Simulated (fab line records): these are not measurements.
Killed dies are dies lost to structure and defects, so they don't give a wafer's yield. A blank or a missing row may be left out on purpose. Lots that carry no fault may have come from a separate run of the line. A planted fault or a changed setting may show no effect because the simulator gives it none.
A single fault, viewed from 3 desks    flow nandHarc    every desk sees just its own numbers, and what lay behind them comes last

## AT THE TOOL OWNER'S DESK: wetBench-06
The tool's own readings at NHARC_P_STI_STRIP_24 (strips Si3N4 in H3PO4): means of the sampled wafers that have a number, for each lot that ran on this tool. Marked OUT: a lot whose mean sits more than 4 standard deviations from the usual mean, which makes it out of limits; the brackets give that distance.
Columns: A = tempC at NHARC_P_STI_STRIP_24, usual 159.98 C
lot   first seen here  A
L217  day 3 17:53      159.86
L220  day 4 23:52      160.03
L221  day 5 07:12      160.05
L222  day 5 14:36      160.05
L229  day 8 13:58      159.88
L232  day 10 00:17     160.05
L237  day 12 06:39     159.94
L240  day 13 13:57     160.00
This desk's verdict: no lot among the 8 shows anything out of limits.

## THE METROLOGY DESK
Means of the sampled wafers that have a number, per lot and without regard to the tool the lot ran on: this is what the gauges read. Marked OUT: a lot whose mean sits more than 4 standard deviations from the usual mean, which makes it out of limits; the brackets give that distance.
Columns: A = cdNm at NHARC_P_ZERO_WELL_CD_MEAS_37, usual 719.6 nm; B = cdNm at NHARC_P_STI_CD_MEAS_09, usual 199.9 nm; C = cdNm at NHARC_P_STI_CD_MEAS_16, usual 199.3 nm
lot   first seen here  A      B      C
L217  day 2 00:07      717.0  202.1  201.4
L219  day 2 20:10      719.9  202.4  201.5
L220  day 3 06:07      719.2  200.9  201.1
L221  day 3 16:22      720.7  197.2  197.3
L222  day 4 01:56      719.0  201.4  200.9
L229  day 7 00:13      720.3  200.4  199.5
L230  day 7 10:19      719.5  200.0  200.2
L232  day 8 06:08      720.0  202.0  202.5
L234  day 9 02:08      717.5  199.1  197.6
L235  day 9 11:50      720.3  199.7  199.6
L237  day 10 09:53     721.1  197.0  195.1
L240  day 11 14:08     720.4  198.2  199.3
This desk's verdict: no lot among the 12 shows anything out of limits.

## THE DEFECT DESK
Per lot, the means of the sampled wafers with a number show what the inspections along the route counted. Marked OUT: a lot whose mean sits more than 4 standard deviations from the usual mean, which makes it out of limits; the brackets give that distance.
Columns: A = rawDefectCount at NHARC_P_STI_INSPECT_25, usual 213; B = rawDefectCount at NHARC_P_GATE_INSPECT_28, usual 5.9; C = rawDefectCount at NHARC_P_GATE_INSPECT_68, usual 200
lot   first seen here  A    B                C
L217  day 4 03:28      211  4.3              167
L219  day 5 03:11      198  8.0              186
L220  day 5 09:55      434  257.0 (+90) OUT  431
L221  day 5 14:50      352  250.0 (+87) OUT  350
L222  day 6 00:45      446  240.7 (+84) OUT  397
L229  day 8 22:05      246  5.0              291
L230  day 9 11:52      299  3.7              243
L232  day 10 05:53     153  5.0              155
L234  day 11 05:49     197  7.3              208
L235  day 11 10:44     345  6.3              309
L237  day 12 11:10     186  9.3              183
L240  day 14 02:58     174  3.0              164
This desk's verdict: out of limits on L220, L221, L222, starting with L220 at day 6 08:23 (rawDefectCount at NHARC_P_GATE_INSPECT_28). L217, L219, L229, L230, L232, L234, L235, L237, L240: within limits.

## BROUGHT TOGETHER
The defect desk could have raised an alarm at day 6 08:23, on L220, L221, L222.
Nothing out of limits was seen by the tool owner's desk.
The metrology desk saw nothing out of limits.
The tool owner's desk has L220, L221, L222 on record, within its limits.
The metrology desk has L220, L221, L222 on record, within its limits.
Of the lots named, all ran NHARC_P_STI_STRIP_24 on wetBench-06.

## WHAT HAD BEEN PUT IN BY THE SIMULATOR
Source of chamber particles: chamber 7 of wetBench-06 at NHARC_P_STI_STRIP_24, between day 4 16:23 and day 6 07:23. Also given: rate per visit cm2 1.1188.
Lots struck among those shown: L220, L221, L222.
Hours from the fault's start to each desk's first reading out of limits: the defect desk, 40.
